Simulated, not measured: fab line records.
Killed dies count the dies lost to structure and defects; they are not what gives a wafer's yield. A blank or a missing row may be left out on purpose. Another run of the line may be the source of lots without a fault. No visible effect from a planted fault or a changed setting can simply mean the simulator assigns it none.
One fault through the eyes of 2 desks | flow n5_finfet | each desk has only its own numbers; what lay behind them comes last

## METROLOGY DESK
What the gauges read, lot by lot, whatever tool the lot ran on: means of the sampled wafers that have a number. Marked OUT: a lot whose mean sits more than 4 standard deviations from the usual mean, which makes it out of limits; the brackets give that distance. 7 of its 11 readings are shown, namely those furthest out on some lot.
Columns: A = CHAIN_V1 at N5_BEOL_M4_RC_MEAS_101, usual 229 ohm/link; B = IOFF_P at N5_BEOL_M4_RC_MEAS_101, usual 0.21 nA/um; C = ION_N at N5_BEOL_M4_RC_MEAS_101, usual 680 uA/um; D = ION_P at N5_BEOL_M4_RC_MEAS_101, usual 465 uA/um; E = SS_N at N5_BEOL_M4_RC_MEAS_101, usual 71.5 mV/dec; F = SS_P at N5_BEOL_M4_RC_MEAS_101, usual 73.2 mV/dec; G = VT_N at N5_BEOL_M4_RC_MEAS_101, usual 249 mV
lot  | first seen here | A   | B    | C   | D   | E    | F    | G
L692 | day 8 13:37     | 239 | 0.25 | 688 | 472 | 71.5 | 73.8 | 248
L695 | day 9 17:30     | 239 | 0.20 | 674 | 459 | 71.5 | 73.7 | 251
L702 | day 11 07:11    | 216 | 0.19 | 679 | 461 | 71.3 | 72.7 | 248
L706 | day 12 04:37    | 218 | 0.19 | 680 | 468 | 70.7 | 73.3 | 252
L707 | day 12 09:25    | 212 | 0.21 | 668 | 456 | 71.7 | 72.8 | 252
L708 | day 12 14:55    | 204 | 0.17 | 669 | 458 | 71.6 | 72.3 | 253
L709 | day 13 08:45    | 208 | 0.22 | 683 | 467 | 71.3 | 73.3 | 248
L710 | day 13 14:23    | 230 | 0.20 | 685 | 462 | 71.6 | 73.3 | 246
L712 | day 13 18:07    | 231 | 0.21 | 674 | 471 | 71.3 | 73.2 | 252
L713 | day 13 21:46    | 225 | 0.23 | 678 | 468 | 71.7 | 73.1 | 249
Result from this desk: across the 10 lots, nothing is out of limits.

## DESK OF THE TOOL OWNER: ald_metal-02
The tool's own readings at N5_BEOL_M2_ALD_84 (deposits TaN, pulse time 2 s, purge time 3 s, co reactant purge time 2 s): means of the sampled wafers that have a number, for each lot that ran on this tool. Marked OUT: a lot whose mean sits more than 4 standard deviations from the usual mean, which makes it out of limits; the brackets give that distance.
Columns: A = heater_power_w at N5_BEOL_M2_ALD_84, usual 389 W
lot  | first seen here | A
L692 | day 7 04:55     | 425
L702 | day 9 21:55     | 404
L707 | day 11 06:31    | 395
L708 | day 11 09:08    | 394
L709 | day 11 16:05    | 389
Result from this desk: across the 5 lots, nothing is out of limits.

## PUT TOGETHER
At the metrology desk, nothing out of limits was observed.
Nothing out of limits was seen by the tool owner's desk.

## WHAT THE SIMULATOR HAD INSERTED
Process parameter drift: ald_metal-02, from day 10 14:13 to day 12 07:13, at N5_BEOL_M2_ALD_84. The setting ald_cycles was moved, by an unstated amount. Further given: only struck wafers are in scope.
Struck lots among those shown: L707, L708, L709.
